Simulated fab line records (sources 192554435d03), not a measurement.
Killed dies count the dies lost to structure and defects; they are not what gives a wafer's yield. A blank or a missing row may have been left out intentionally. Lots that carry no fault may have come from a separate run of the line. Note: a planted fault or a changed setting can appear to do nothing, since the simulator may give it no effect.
Struck lot and sound lot, side by side	flow n5Finfet	15 steps out of a route of 1938
Sound: these wafers, L210.4, L210.5, L210.6. Struck: wafers L223.4, L223.5. (L223.6 of the same lot was not struck and is left out.) The cause comes at the end.
Order at every step that has rows: each side's tool, ch and its chambers, its first start. Under that, the readings that differ: sound wafers	struck wafers	difference of the means	sigmas: that difference in standard deviations of wafers without a fault.
alike: same words and numbers on both sides, and readings whose means sit less than 2 such deviations apart. not compared: any withheld reading, any reading some wafer has no value for, any bound like >300 that may hide the same value, and any number with overlapping values for which the record gives no deviation.
Wherever a step has rows on one side only, a row that says differs or no value, or a row with sigmas, the two part there. Numbers that don't overlap but have no deviation are shown without sigmas and don't part them. A reading that every wafer of one side lacks parts them only if that side has two wafers or more.

N5_BEOL_M7_STRIP_80: strips in N2/H2, time 10 s.
  sound: rieDiel-02 ch 0,1,2; struck: rieDiel-05 ch 1,3
  alike: drypumpMotorCurrentA, oesProductAu, rfVppV, showerheadPlenumPTorr, throttleValvePct
  not compared: rfHoursCounterH
N5_BEOL_M7_OCD_MEAS_38:
  sound: ocd-02 at day 10 00:13; struck: ocd-01 at day 13 20:44
  alike: trenchDepthNm
then, 4 steps without rows for these wafers: N5_BEOL_M7_HM_STRIP_39 (strips TiN in peroxide tin strip, target depth 25 nm, time 158 s); N5_BEOL_M7_SRD_40 (time 30 s); N5_BEOL_M7_PRECLEAN_42 (cleans in residue remover, time 60 s); N5_BEOL_M7_SRD_43 (time 30 s).
N5_BEOL_M7_CD_MEAS_35 targets a cd of 40 nm.
  sound: cdSem-03 at day 10 00:28; struck: cdSem-02 at day 13 20:59
  alike: cdNm
N5_BEOL_M7_CURE_75: cures SiCOH lowk, time 120 s.
  sound on uvCure-01 ch 0, day 10 00:40; struck on uvCure-01 ch 1, day 13 21:10
  alike: lampPowerPct, wafer_temp_C_max
N5_BEOL_M7_DEGAS_44: time 60 s.
  sound: pvdSputter-01 at day 10 01:56; struck: pvdSputter-03 at day 13 21:53
  alike: heaterPowerW
then, 1 step without rows for these wafers: N5_BEOL_M7_PRE_CLEAN_45 (time 30 s).
N5_BEOL_M7_ALD_77: deposits TaN, target thk 2 nm, pulse time 2 s, purge time 3 s.
  sound on aldMetal-03 ch 1,2,3, day 10 02:13; struck on aldMetal-02 ch 3, day 13 22:13
  alike: heaterPowerW
following that, these wafers have no rows for 1 step: N5_BEOL_M7_SURFACE_TREAT_79.
N5_BEOL_M7_CVD_78: deposits Co from CCTBA/H2, target thk 2 nm, time 142.3 s.
  sound on cvdCo-02 ch 0,1,2, day 10 02:49; struck on cvdCo-02 ch 0,2, day 13 22:37
reading	sound	struck	difference	sigmas
runLengthS (s)	165.0 164.9 165.5	104.6 104.7	-60.5	-99 or more
N5_BEOL_M7_SPUTTER_48: material Cu, target thk 10 nm, time 1.667 s.
  sound: pvdSputter-01 at day 10 02:55; struck: pvdSputter-01 at day 13 22:43
  alike: throttleValvePct
-- a jump in the record: the struck wafers' starts before and after are 3 days apart (it breaks off in module BEOL_M7 and resumes in module PASSIVATION, where the first step shown is number 1936 of the route) --
N5_PASSIVATION_PROBE_49:
  the record has rows for the struck wafers here (prober-01, day 16 23:00) and none for the sound ones

== WHERE THEY PART ==
At N5_BEOL_M7_CVD_78 first; at N5_PASSIVATION_PROBE_49 last (within this record only).

WHY: whatever the simulator had introduced
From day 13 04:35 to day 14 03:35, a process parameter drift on cvdCo-02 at N5_BEOL_M7_CVD_78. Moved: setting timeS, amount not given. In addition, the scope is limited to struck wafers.
